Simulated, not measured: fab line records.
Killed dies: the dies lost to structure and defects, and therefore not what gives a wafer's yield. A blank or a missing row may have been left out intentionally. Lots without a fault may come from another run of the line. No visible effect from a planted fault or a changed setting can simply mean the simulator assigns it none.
One fault through the eyes of 2 desks    flow nandHarc    every desk sees just its own numbers, and what lay behind them comes last

== AT THE TOOL OWNER'S DESK: pecvdOnon-04 ==
The tool's own readings at NHARC_A_ONON_D1_DEP_19 (target thk 1000 nm): means of the sampled wafers that have a number, for each lot that ran on this tool. A lot is out of limits, marked OUT, if its mean lies more than 4 standard deviations from the usual mean; the brackets give that distance.
Columns: A = susceptorTempC at NHARC_A_ONON_D1_DEP_19, usual 399.99 C
lot   first seen here  A
L465  day 8 12:46      399.78
L467  day 8 19:22      400.19
L471  day 9 07:20      399.74
L472  day 9 16:54      399.75
L475  day 10 09:11     400.03
L483  day 12 17:54     399.94
L486  day 13 05:09     400.03
L488  day 13 14:08     400.24
This desk's verdict: no lot among the 8 shows anything out of limits.

== FROM THE METROLOGY DESK ==
What the gauges read for every lot (on any tool): the sampled wafers with a number, averaged. A lot is out of limits, marked OUT, if its mean lies more than 4 standard deviations from the usual mean; the brackets give that distance.
Columns: A = thkNm at NHARC_A_SOURCE_PLATE_THK_MEAS_09, usual 9.7 nm; B = thkNm at NHARC_A_ONON_D1_THK_MEAS_21, usual 997 nm; C = thkNm at NHARC_A_ONON_D1_THK_MEAS_24, usual 998 nm
lot   first seen here  A     B               C
L465  day 7 09:29      8.5   981             998
L467  day 7 20:20      10.7  976             1006
L471  day 8 08:19      10.8  1254 (+26) OUT  1018
L472  day 8 17:17      8.9   1260 (+26) OUT  996
L475  day 9 10:23      9.1   1255 (+26) OUT  1004
L478  day 10 02:41     9.3   990             994
L479  day 10 02:41     9.4   1009            983
L480  day 10 17:32     9.9   990             1021
L481  day 10 23:58     9.6   1004            989
L482  day 10 23:58     9.0   990             989
L483  day 11 20:52     9.9   1005            997
L485  day 11 20:52     10.0  1010            979
L486  day 12 05:47     9.1   997             1004
L487  day 12 05:47     9.5   1002            985
L488  day 12 14:59     9.8   991             1000
This desk's verdict: out of limits on L471, L472, L475, starting with L471 at day 9 07:48 (thkNm at NHARC_A_ONON_D1_THK_MEAS_21). Within limits: L465, L467, L478, L479, L480, L481, L482, L483, L485, L486, L487, L488.

== BROUGHT TOGETHER ==
On L471, L472, L475, the metrology desk was in a position to raise an alarm at day 9 07:48.
The desk of the tool owner found nothing out of limits.
On record at the tool owner's desk: L471, L472, L475, within its limits.
The lots listed all ran NHARC_A_ONON_D1_DEP_19 on pecvdOnon-04.

== WHAT WAS PUT IN BY THE SIMULATOR ==
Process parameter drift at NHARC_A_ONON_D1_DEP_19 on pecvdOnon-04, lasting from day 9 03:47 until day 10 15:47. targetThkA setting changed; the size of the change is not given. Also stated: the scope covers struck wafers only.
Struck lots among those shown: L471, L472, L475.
Delay in hours, fault start to first out-of-limits reading, per desk: metrology desk 4.
